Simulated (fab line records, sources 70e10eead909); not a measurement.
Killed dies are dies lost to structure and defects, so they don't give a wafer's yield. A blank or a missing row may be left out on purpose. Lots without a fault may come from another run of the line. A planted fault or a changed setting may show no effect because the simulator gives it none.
fab line records | flow nand_harc
record lots=6 wafers=18 last_day=31
route steps=1302 shown P_M1@315 P_M2@318 END@1302
lots that met no fault: from a run of the same line without faults
start_h: hours from the record's first day to the start of the lot's first wafer shown | wait_h: hours since the lot's step before | " the same as in the row above | L1.1+2: a row that stands for several wafers | - no value, or no start given | * or withheld: withheld | < > ~ a bound
route shown NAME@n: a module of which the file shows steps, and the number in the route of the first | usual: mean/standard deviation of fault-free wafers | same: alike in all rows | chamber/n: place in a boat | sites: the reading at each site | _std_site: their standard deviation | _edge_site: outer sites' mean less inner sites' | radius_mm: how far each site lies from the wafer's centre | mask NAME#n: copy n | behind: the tool/chamber that last shaped the wafer | hold: why the lot was held/for how many hours/how that ended | device: the transistor (n, p or np) that didn't switch | end of line: the same wafers' tests at the end of the route | a step without rows: its recipe alone | killed: dies lost to structure and defects at the first sort, not the wafer's yield | map: a wafer's dies, x killed, . not, _ none there
set.NAME: the setting as run; set.NAME@STEP: as run at that earlier step | model.NAME: the simulator's own value behind a step, which no gauge read
lots at some steps of the route; a table a step, a row a wafer
services: from which hour (start_h, from the record's first day; less than 0 if before it) a tool's chamber was out of use, for how many hours, and why
## steps
# step NHARC_P_M1_INSPECT_27
# usual raw_defect_count=317/110
# columns lot.wafer tool chamber start_h wait_h raw_defect_count
L648.1 defect_inspect-02 - 146.94 0.0 173
L648.4 " - " " 149
L648.5 " - " " 377
L649.1 defect_inspect-02 - 153.81 0.0 377
L649.4 " - " " 515
L649.5 " - " " 335
L655.1 defect_inspect-01 - 217.07 0.0 254
L655.2 " - " " 262
L655.5 " - " " 213
L656.1 defect_inspect-02 - 232.32 0.0 498
L656.2 " - " " 352
L656.5 " - " " 371
L661.1 defect_inspect-02 - 271.34 0.0 599
L661.5 " - " " 486
L661.6 " - " " 480
L665.3 defect_inspect-02 - 317.84 0.0 432
L665.5 " - " " 314
L665.6 " - " " 286
# step NHARC_P_M1_PRE_CLEAN_32
# recipe time_s=12 temp_c=370 rf_power_w=300 gas=NH3
# usual heater_power_w=583/93
# same time_s=12
# columns lot.wafer tool chamber start_h wait_h heater_power_w
L648.1 pecvd-04 1 147.02 0.1 538
L648.5 " 0 " " 627
L648.4 " 2 " " 567
L649.1 pecvd-04 2 153.90 0.1 548
L649.5 " 0 " " 639
L649.4 " 2 " " 561
L655.1 pecvd-04 0 217.14 0.1 657
L655.2 " 1 " " 553
L655.5 " 2 " " 605
L656.2 pecvd-03 0 232.39 0.1 525
L656.1 " 1 " " 762
L656.5 " 2 " " 697
L661.1 pecvd-02 0 271.42 0.1 573
L661.5 " 2 " " 473
L661.6 " 0 " " 576
L665.3 pecvd-03 1 317.92 0.1 780
L665.6 " 0 " " 505
L665.5 " 1 " " 781
# step NHARC_P_M1_DEP_33
# recipe target_thk_a=300 temp_c=370 target_thk_nm=30 pressure_torr=3 flow_sccm=200 rf_w=450 material=SiCN
# usual heater_power_w=535/95
# columns lot.wafer tool chamber start_h wait_h heater_power_w
L648.1 pecvd-04 1 147.13 0.1 430
L648.5 " 0 " " 601
L648.4 " 2 " " 509
L649.1 pecvd-04 2 154.04 0.1 574
L649.5 " 0 " " 556
L649.4 " 2 " " 554
L655.1 pecvd-04 0 217.22 0.1 593
L655.2 " 1 " " 474
L655.5 " 2 " " 570
L656.2 pecvd-03 0 232.46 0.1 518
L656.1 " 1 " " 724
L656.5 " 2 " " 592
L661.1 pecvd-02 0 271.53 0.1 506
L661.5 " 2 " " 421
L661.6 " 0 " " 503
L665.3 pecvd-03 1 318.03 0.1 723
L665.6 " 0 " " 497
L665.5 " 1 " " 727
# step NHARC_P_M2_DEP_00
# recipe target_thk_a=1825 target_thk_nm=182.5 temp_c=withheld pressure_torr=5 flow_sccm=200 rf_w=600 material=SiOC
# step NHARC_P_M2_DEHYDRATE_01
# recipe temp_c=150 time_s=120
# step NHARC_P_M2_HMDS_02
# recipe time_s=30
# step NHARC_P_M2_COAT_34
# recipe temp_c=200 time_s=65
# step NHARC_P_M2_COAT_03
# recipe spin_rpm=1500 resist_thk_nm=90
# step NHARC_P_M2_SOFTBAKE_04
# recipe temp_c=105 time_s=55
# step NHARC_P_M2_EBR_05
# step NHARC_P_M2_EXPOSE_06
# recipe na=1.35 target_cd_nm=170 dose_mj=80.78 mask_id=P_M2
# step NHARC_P_M2_PEB_07
# recipe peb_temp_c=100 peb_time_s=65
# usual heater_power_total_W=156.6/0.42 plate_temp_C=100.00/0.13
# columns lot.wafer tool chamber start_h wait_h heater_power_total_W plate_temp_C
L648.1 litho_track-01 0 148.26 0.1 156.4 100.05
L648.4 " 0 " " 156.5 99.99
L648.5 " 0 " " 157.0 99.87
L649.1 litho_track-06 0 155.13 0.1 156.3 99.93
L649.4 " 0 " " 156.2 99.94
L649.5 " 0 " " 157.1 100.03
L655.1 litho_track-06 0 218.38 0.1 160.1 101.81
L655.2 " 0 " " 160.6 101.81
L655.5 " 0 " " 159.9 102.00
L656.1 litho_track-06 0 233.64 0.1 159.5 101.56
L656.2 " 0 " " 160.5 101.65
L656.5 " 0 " " 159.5 101.52
L661.1 litho_track-04 0 272.69 0.1 156.2 99.80
L661.5 " 0 " " 156.0 99.93
L661.6 " 0 " " 156.8 100.03
L665.3 litho_track-01 0 319.03 0.0 157.0 99.90
L665.5 " 0 " " 157.1 100.07
L665.6 " 0 " " 156.8 99.80
# step NHARC_P_M2_DEVELOP_08
# recipe develop_time_s=35 dev_temp_c=23
# step NHARC_P_M2_CD_MEAS_09
# recipe target_cd_nm=170 landing_energy_ev=500
# usual cd_nm=170.2/0.44
# columns lot.wafer tool chamber start_h wait_h cd_nm
L648.1 cd_sem-01 0 148.33 - 170.3
L648.4 " 0 " " 170.3
L648.5 " 0 " " 170.3
L649.1 cd_sem-03 0 155.21 - 170.0
L649.4 " 0 " " 170.1
L649.5 " 0 " " 169.6
L655.1 cd_sem-02 0 218.46 - 174.8
L655.2 " 0 " " 175.7
L655.5 " 0 " " 175.4
L656.1 cd_sem-02 0 233.71 - 176.1
L656.2 " 0 " " 175.7
L656.5 " 0 " " 176.3
L661.1 cd_sem-03 0 272.78 - 169.9
L661.5 " 0 " " 170.5
L661.6 " 0 " " 170.7
L665.3 cd_sem-03 0 319.12 - 170.3
L665.5 " 0 " " 170.2
L665.6 " 0 " " 169.9
# step NHARC_P_M2_OVL_MEAS_10
# recipe pitch_nm=340
# usual overlay_x_nm=0.0/0.9 overlay_y_nm=0.1/0.64
# columns lot.wafer tool chamber start_h wait_h overlay_x_nm overlay_y_nm
L648.1 overlay-01 - 148.42 - 1.9 0.4
L648.4 " - " " 1.8 0.5
L648.5 " - " " 2.0 -0.2
L649.1 overlay-02 - 155.30 - 0.5 -0.3
L649.4 " - " " -0.4 0.0
L649.5 " - " " -0.4 0.1
L655.1 overlay-02 - 218.55 - 0.5 -0.3
L655.2 " - " " 0.9 0.0
L655.5 " - " " 0.9 -0.8
L656.1 overlay-02 - 233.80 - -0.4 0.6
L656.2 " - " " -0.5 0.2
L656.5 " - " " -0.5 0.6
L661.1 overlay-01 - 272.86 - 1.1 1.3
L661.5 " - " " 1.6 0.9
L661.6 " - " " 1.2 1.1
L665.3 overlay-01 - 319.20 - 0.7 -0.7
L665.5 " - " " 0.9 -0.4
L665.6 " - " " 0.1 -0.4
# step NHARC_P_M2_INSPECT_11
# usual raw_defect_count=4.6/2.8
# columns lot.wafer tool chamber start_h wait_h raw_defect_count
L648.1 defect_inspect-01 - 148.46 0.0 1
L648.4 " - " " 5
L648.5 " - " " 8
L649.1 defect_inspect-02 - 155.33 0.0 4
L649.4 " - " " 5
L649.5 " - " " 3
L655.1 defect_inspect-01 - 218.59 0.0 4
L655.2 " - " " 11
L655.5 " - " " 6
L656.1 defect_inspect-02 - 233.84 0.0 6
L656.2 " - " " 2
L656.5 " - " " 5
L661.1 defect_inspect-01 - 272.90 0.0 6
L661.5 " - " " 7
L661.6 " - " " 4
L665.3 defect_inspect-02 - 319.24 0.0 6
L665.5 " - " " 3
L665.6 " - " " 5
# step NHARC_P_M2_DESCUM_14
# recipe time_s=3 o2_flow_sccm=200 ar_flow_sccm=0 bias_power_w=0 chemistry=O2
# usual chamber_pressure_mTorr=60.00/0.056 drypump_motor_current_A=5.6/0.35 oes_product_au=1.000/0.0076 rf_vpp_V=57.6/0.9 showerhead_plenum_p_Torr=1.90/0.086 throttle_valve_pct=11.311/0.0096
# same time_s=3
# columns lot.wafer tool chamber start_h wait_h chamber_pressure_mTorr drypump_motor_current_A oes_product_au rf_hours_counter_h rf_vpp_V showerhead_plenum_p_Torr throttle_valve_pct model.P_M2.cd_nm
L648.4 rie_diel-11 3 148.52 0.1 60.00 5.1 1.004 2.7 56.6 1.87 11.312 170.7
L648.1 " 1 " " 59.92 5.9 1.013 2.6 58.2 2.07 11.305 170.5
L648.5 " 0 " " 59.89 5.3 1.001 - 58.1 1.87 11.321 170.6
L649.4 rie_diel-11 0 155.40 0.1 59.99 5.3 1.005 2.5 58.2 1.87 11.315 170.3
L649.1 " 2 " " 60.02 5.7 1.008 3.4 56.4 1.82 11.302 170.3
L649.5 " 0 " " 59.97 5.3 1.001 - 57.5 1.87 11.318 170
L655.2 rie_diel-11 1 218.66 0.1 60.03 5.9 1.003 6.9 58.0 2.07 11.294 175.4
L655.1 " 2 " " 59.91 5.7 1.003 7.5 55.1 1.82 11.319 175.2
L655.5 " 0 " " 60.05 5.3 1.000 - 57.7 1.87 11.304 175.5
L656.1 rie_diel-11 1 233.92 0.1 60.01 5.9 1.005 7.1 58.2 2.06 11.309 176.3
L656.2 " 2 " " 60.07 5.8 1.008 7.8 58.4 1.82 11.305 175.5
L656.5 " 0 " " 59.96 5.3 1.013 - 58.1 1.86 11.329 176.4
L661.1 rie_diel-11 1 272.98 0.1 60.08 5.9 1.010 1.2 58.6 2.06 11.312 170
L661.6 " 3 " " 60.00 5.0 1.007 - 56.7 1.87 11.310 170.7
L661.5 " 0 " " 59.95 5.3 0.999 - 59.0 1.86 11.320 171.2
L665.3 rie_diel-04 3 319.32 0.1 60.05 5.1 1.003 6.6 56.4 1.99 11.315 170.3
L665.5 " 0 " " 60.03 5.9 1.011 - 56.3 1.82 11.304 170.9
L665.6 " 1 " " 60.03 6.2 0.983 - 58.3 1.89 11.317 170.5
# step NHARC_P_M2_ETCH_35
# recipe target_depth_a=400 overetch_a=120 time_s=43.94 ion_energy_ev=200 n2_flow_sccm=150 h2_flow_sccm=150 ar_flow_sccm=0 rf_w=400 bias_w=150 chemistry=N2/H2
# usual chamber_pressure_mTorr=30.001/0.029 drypump_motor_current_A=5.6/0.34 n2_flow_sccm=150.0/0.42 oes_product_au=1.000/0.0075 rf_vpp_V=430.3/2.7 showerhead_plenum_p_Torr=2.03/0.097 throttle_valve_pct=14.171/0.0086
# same time_s=43.94
# columns lot.wafer tool chamber start_h wait_h chamber_pressure_mTorr drypump_motor_current_A n2_flow_sccm oes_product_au rf_hours_counter_h rf_vpp_V showerhead_plenum_p_Torr throttle_valve_pct
L648.4 rie_diel-11 2 148.61 0.1 30.006 5.7 149.7 0.996 3.0 428.1 1.94 14.180
L648.1 " 0 " " 29.986 5.3 150.5 1.003 2.2 428.6 1.99 14.179
L648.5 " 3 " " 29.966 5.1 150.1 1.006 - 430.2 1.99 14.183
L649.1 rie_diel-11 3 155.48 0.1 29.993 5.1 150.0 0.992 3.1 429.4 1.99 14.164
L649.4 " 2 " " 29.985 5.7 150.1 1.008 3.4 427.5 1.94 14.170
L649.5 " 3 " " 29.945 5.1 149.4 1.002 - 428.6 1.99 14.172
L655.2 rie_diel-11 1 218.75 0.1 29.960 5.9 150.1 1.002 6.9 434.4 2.21 14.160
L655.1 " 2 " " 30.024 5.7 151.0 1.002 7.5 427.7 1.94 14.166
L655.5 " 3 " " 30.011 5.1 150.3 1.002 - 428.8 1.99 14.164
L656.2 rie_diel-11 3 233.99 0.1 30.005 5.0 150.3 0.996 8.0 428.1 1.99 14.178
L656.1 " 2 " " 30.047 5.7 150.2 0.999 7.8 427.7 1.94 14.158
L656.5 " 3 " " 29.964 5.1 149.9 1.002 - 428.7 1.99 14.185
L661.1 rie_diel-11 3 273.06 0.1 29.977 5.1 150.6 0.995 1.5 429.0 1.99 14.186
L661.6 " 1 " " 30.038 5.9 150.0 1.003 - 433.8 2.20 14.174
L661.5 " 2 " " 29.995 5.8 150.0 1.005 - 426.6 1.94 14.174
L665.3 rie_diel-04 1 319.38 0.1 30.046 6.2 150.1 0.997 5.9 428.4 2.01 14.163
L665.5 " 1 " " 30.030 6.2 150.3 0.991 - 429.6 2.01 14.167
L665.6 " 2 " " 30.036 5.6 149.7 0.988 - 433.2 2.11 14.168
# step NHARC_P_M2_ETCH_15
# recipe target_depth_a=1825 time_s=91.2 c4f8_flow_sccm=withheld ar_flow_sccm=400 rf_w=600 bias_w=300 chemistry=C4F8/Ar
# usual chamber_pressure_mTorr=25.000/0.021 oes_product_au=0.946/0.025 rf_vpp_V=440.6/3
# same time_s=91.2
# columns lot.wafer tool chamber start_h wait_h chamber_pressure_mTorr oes_product_au rf_hours_counter_h rf_vpp_V
L648.1 rie_diel-11 2 - - 25.013 0.973 3.1 436.8
L648.4 " 3 " " 25.006 0.965 2.7 439.1
L648.5 " 3 " " 25.010 0.961 - 439.4
L649.1 rie_diel-11 1 - - 25.034 0.998 2.8 444.3
L649.4 " 2 " " 24.985 0.982 3.5 437.9
L649.5 " 1 " " 25.003 0.982 - 445.7
L655.1 rie_diel-11 1 - - 24.992 0.971 6.9 446.9
L655.2 " 0 " " 25.018 0.957 7.1 439.2
L655.5 " 2 " " 25.045 0.979 - 437.6
L656.1 rie_diel-11 3 - - 25.018 0.952 8.0 439.8
L656.2 " 0 " " 25.013 0.958 7.4 439.1
L656.5 " 3 " " 24.982 0.968 - 438.0
L661.1 rie_diel-11 2 - - 24.973 0.975 1.4 437.6
L661.6 " 2 " " 25.000 0.975 - 437.8
L661.5 " 3 " " 24.984 0.962 - 440.7
L665.3 rie_diel-04 2 - - 25.030 0.915 5.8 442.2
L665.5 " 2 " " 24.961 0.917 - 443.0
L665.6 " 3 " " 25.011 0.929 - 443.5
# step NHARC_P_M2_CD_MEAS_16
# usual cd_nm=170.2/0.55
# columns lot.wafer tool chamber start_h wait_h cd_nm
L648.1 cd_sem-02 - 148.83 - 170.6
L648.4 " - " " 170.8
L648.5 " - " " 170.9
L649.1 cd_sem-01 - 155.70 - 170.1
L649.4 " - " " 170.6
L649.5 " - " " 170.0
L655.1 cd_sem-01 - 218.95 - 175.2
L655.2 " - " " 175.7
L655.5 " - " " 175.2
L656.1 cd_sem-03 - 234.20 - 176.1
L656.2 " - " " 175.2
L656.5 " - " " 176.3
L661.1 cd_sem-03 - 273.27 - 169.9
L661.5 " - " " 170.8
L661.6 " - " " 170.4
L665.3 cd_sem-01 - 319.61 - 170.0
L665.5 " - " " 170.7
L665.6 " - " " 170.1
# step NHARC_P_M2_STRIP_18
# recipe power_w=1000 n2_flow_sccm=150 h2_flow_sccm=150 ar_flow_sccm=0 bias_w=0 chemistry=N2/H2
# usual chamber_pressure_mTorr=29.999/0.028 drypump_motor_current_A=5.6/0.34 n2_flow_sccm=149.9/0.42 oes_product_au=0.998/0.008 rf_vpp_V=90.6/0.92 showerhead_plenum_p_Torr=2.04/0.09 throttle_valve_pct=14.171/0.0085
# columns lot.wafer tool chamber start_h wait_h chamber_pressure_mTorr drypump_motor_current_A n2_flow_sccm oes_product_au rf_hours_counter_h rf_vpp_V showerhead_plenum_p_Torr throttle_valve_pct
L648.1 rie_diel-08 1 148.94 0.1 29.985 5.5 149.3 0.997 6.9 90.5 1.97 14.170
L648.5 " 1 " " 29.987 5.5 149.8 1.009 - 90.7 1.97 14.167
L648.4 " 2 " " 29.981 5.5 149.9 1.007 - 89.9 1.94 14.161
L649.1 rie_diel-08 2 155.81 0.1 30.002 5.4 148.7 1.007 7.9 90.5 1.94 14.171
L649.5 " 1 " " 30.023 5.5 149.5 0.991 - 89.0 1.97 14.167
L649.4 " 3 " " 29.961 6.1 150.5 0.990 - 93.1 2.06 14.171
L655.2 rie_diel-11 0 219.03 0.1 29.960 5.3 151.1 0.993 7.2 89.9 1.99 14.165
L655.1 " 2 " " 29.980 5.7 149.6 1.006 7.6 90.1 1.94 14.184
L655.5 " 1 " " 30.024 5.9 149.7 1.004 - 89.4 2.21 14.171
L656.2 rie_diel-08 3 234.28 0.1 29.970 6.1 150.0 1.000 2.9 91.2 2.06 14.181
L656.1 " 0 " " 29.982 5.8 149.5 1.006 3.0 90.1 2.17 14.179
L656.5 " 0 " " 29.970 5.9 149.6 1.004 - 91.0 2.18 14.174
L661.1 rie_diel-11 3 273.42 0.1 30.043 5.1 150.5 1.000 1.6 89.9 1.99 14.173
L661.6 " 0 " " 30.006 5.3 149.2 0.994 - 89.9 1.99 14.174
L661.5 " 1 " " 30.000 5.9 149.6 1.010 - 92.9 2.20 14.169
L665.3 rie_diel-11 1 319.71 0.1 30.053 5.9 149.3 1.008 3.5 91.5 2.20 14.171
L665.6 " 0 " " 29.991 5.3 150.3 0.989 - 89.8 1.99 14.176
L665.5 " 3 " " 29.979 5.1 149.9 1.003 - 90.4 1.99 14.183
# step NHARC_P_M2_ETCH_28
# recipe target_depth_a=300 over_etch_frac=0.3 time_s=72.99 ion_energy_ev=150 cf4_flow_sccm=50 n2_flow_sccm=100 ar_flow_sccm=150 rf_w=300 bias_w=100 chemistry=CF4/N2
# usual chamber_pressure_mTorr=29.997/0.027 drypump_motor_current_A=5.6/0.34 n2_flow_sccm=100.0/0.3 oes_product_au=0.996/0.0082 rf_vpp_V=314.1/2.1 showerhead_plenum_p_Torr=2.63/0.11 throttle_valve_pct=19.794/0.0094
# same time_s=72.99
# columns lot.wafer tool chamber start_h wait_h chamber_pressure_mTorr drypump_motor_current_A n2_flow_sccm oes_product_au rf_hours_counter_h rf_vpp_V showerhead_plenum_p_Torr throttle_valve_pct model.P_M2.cd_nm
L648.1 rie_diel-08 1 - - 29.976 5.5 99.6 0.991 6.9 311.4 2.54 19.790 170.7
L648.4 " 3 " " 29.931 6.1 100.2 0.992 - 314.8 2.65 19.792 170.4
L648.5 " 1 " " 29.967 5.5 100.1 0.989 - 312.6 2.54 19.787 170.1
L649.1 rie_diel-08 3 - - 30.027 6.1 100.2 0.996 8.4 314.3 2.65 19.804 169.8
L649.5 " 3 " " 29.969 6.1 99.4 0.988 - 314.0 2.65 19.810 169.6
L649.4 " 1 " " 29.972 5.5 100.2 1.000 - 313.0 2.54 19.792 170.6
L655.2 rie_diel-11 2 - - 29.977 5.7 99.7 1.000 7.6 311.3 2.50 19.793 175.8
L655.1 " 3 " " 30.014 5.1 100.0 1.003 7.8 313.4 2.56 19.807 175.5
L655.5 " 1 " " 29.954 5.9 99.8 1.006 - 317.5 2.82 19.782 174.9
L656.2 rie_diel-08 0 - - 30.024 5.8 99.9 0.988 3.1 317.0 2.79 19.796 175.9
L656.1 " 2 " " 29.989 5.4 99.7 1.004 2.1 312.5 2.51 19.793 176.3
L656.5 " 1 " " 30.000 5.5 99.9 1.004 - 313.1 2.54 19.793 176.6
L661.1 rie_diel-11 1 - - 29.979 5.9 100.2 1.002 1.3 318.2 2.82 19.801 169.1
L661.5 " 0 " " 30.017 5.3 99.8 1.000 - 312.8 2.56 19.792 170.6
L661.6 " 1 " " 30.002 5.9 99.4 1.002 - 317.8 2.82 19.773 170.9
L665.3 rie_diel-11 1 - - 29.993 5.9 100.6 0.994 3.6 316.3 2.82 19.792 169.9
L665.6 " 0 " " 30.001 5.3 99.6 0.993 - 313.1 2.56 19.786 170.6
L665.5 " 3 " " 30.050 5.1 100.3 1.004 - 312.3 2.56 19.804 170.2
# step NHARC_P_M2_STRIP_19
# recipe time_s=600 temp_c=30 chemistry=post_etch_residue_remover
# step NHARC_END_SORT_01
# recipe temp_c=25
# usual defect_limited_yield=91/3.1 killed_at_array=56/21 killed_at_other=1.2/1.6 killed_at_periphery=3.7/2.5 killed_dies=61/21 killed_open=3.1/1.8 killed_short=2.8/1.7
# same gross_dies=677
# columns lot.wafer tool chamber start_h wait_h defect_limited_yield[%] killed_at_array killed_at_other killed_at_periphery killed_dies killed_open killed_short
L648.1 prober-01 0 560.41 2.5 86 97 0 1 98 5 3
L648.4 prober-01 0 562.82 3.4 88 79 0 1 80 4 3
L648.5 prober-01 0 563.62 3.7 91 55 1 2 58 2 2
# killed by level:class
L648.1 A_CHANNEL_HOLE_D2:chamber_film_flake=45 A_CHANNEL_HOLE_D1:chamber_film_flake=34 A_STAIRCASE:chamber_film_flake=3 A_WL_FILL:chamber_film_flake=3 A_CONTACT:chamber_film_flake=3 A_BLC:geometric_particle:open=2 A_ONON_D1:geometric_particle:open=1 A_DECK1_JOINT:geometric_particle:short=1
L648.4 A_CHANNEL_HOLE_D2:chamber_film_flake=36 A_CHANNEL_HOLE_D1:chamber_film_flake=32 A_CHANNEL_FILL_D2:geometric_particle:short=3 A_STAIRCASE:chamber_film_flake=2 A_WL_FILL:chamber_film_flake=2 P_M0:geometric_particle:open=1 A_SOURCE_PLATE:geometric_particle:open=1 A_ONON_D1:geometric_particle:open=1
L648.5 A_CHANNEL_HOLE_D1:chamber_film_flake=25 A_CHANNEL_HOLE_D2:chamber_film_flake=23 A_STAIRCASE:chamber_film_flake=2 A_ONON_D1:geometric_particle:short=1 A_CHANNEL_FILL_D2:geometric_particle:open=1 A_BLC:geometric_particle:open=1 A_M1:geometric_particle:short=1 P_ZERO_WELL:chamber_film_flake=1
## services
# columns tool chamber start_h hours kind
rie_diel-11 0 136.50 - clean
rie_diel-11 1 136.50 - clean
rie_diel-11 2 136.50 - clean
rie_diel-08 0 147.02 23.0 repair
litho_track-01 - 155.00 7.0 pm
rie_diel-04 - 164.10 0.3 repair
rie_diel-08 3 175.05 12.2 repair
rie_diel-04 - 177.90 9.0 pm
litho_track-06 - 179.00 7.0 pm
rie_diel-08 2 180.09 9.1 repair
pecvd-03 - 185.23 13.0 pm
rie_diel-08 - 191.47 9.0 pm
litho_track-04 - 203.00 7.0 pm
rie_diel-04 0 206.37 1.6 repair
rie_diel-04 3 218.29 5.2 repair
pecvd-02 - 227.71 13.0 pm
rie_diel-04 - 231.93 2.4 repair
rie_diel-08 1 248.51 4.1 repair
rie_diel-11 0 254.83 8.0 repair
rie_diel-11 - 255.50 9.0 pm
rie_diel-11 0 265.06 3.6 repair
pecvd-04 - 269.21 13.0 pm
rie_diel-11 - 278.75 0.5 repair
rie_diel-11 2 314.03 7.1 repair
## key
first_sign step=NHARC_P_M2_PEB_07 reading=plate_temp_C direction=up sigmas=13 usual=* struck=*
effect step=NHARC_P_M2_PEB_07 reading=heater_power_total_W direction=up sigmas=8.1 usual=* struck=*
effect step=NHARC_P_M2_CD_MEAS_09 reading=cd_nm direction=up sigmas=12 usual=170.2 struck=175.7
effect step=NHARC_P_M2_CD_MEAS_16 reading=cd_nm direction=up sigmas=9.7 usual=170.2 struck=175.6
model_effect step=NHARC_P_M2_DESCUM_14 value=P_M2.cd_nm without=170.1 struck=175.7
model_effect step=NHARC_P_M2_ETCH_28 value=P_M2.cd_nm without=170.3 struck=175.8
met_at NHARC_P_M2_PEB_07
struck_wafers L655.1,L655.2,L655.5,L656.1,L656.2,L656.5
onset_between 155.13 218.38
fault kind=process_parameter_drift tool=litho_track-06 chamber=- onset_h=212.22 steps=NHARC_P_M2_PEB_07 channel=peb_temp_c offset=* shape=step end_h=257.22 acts_in=* stated=*
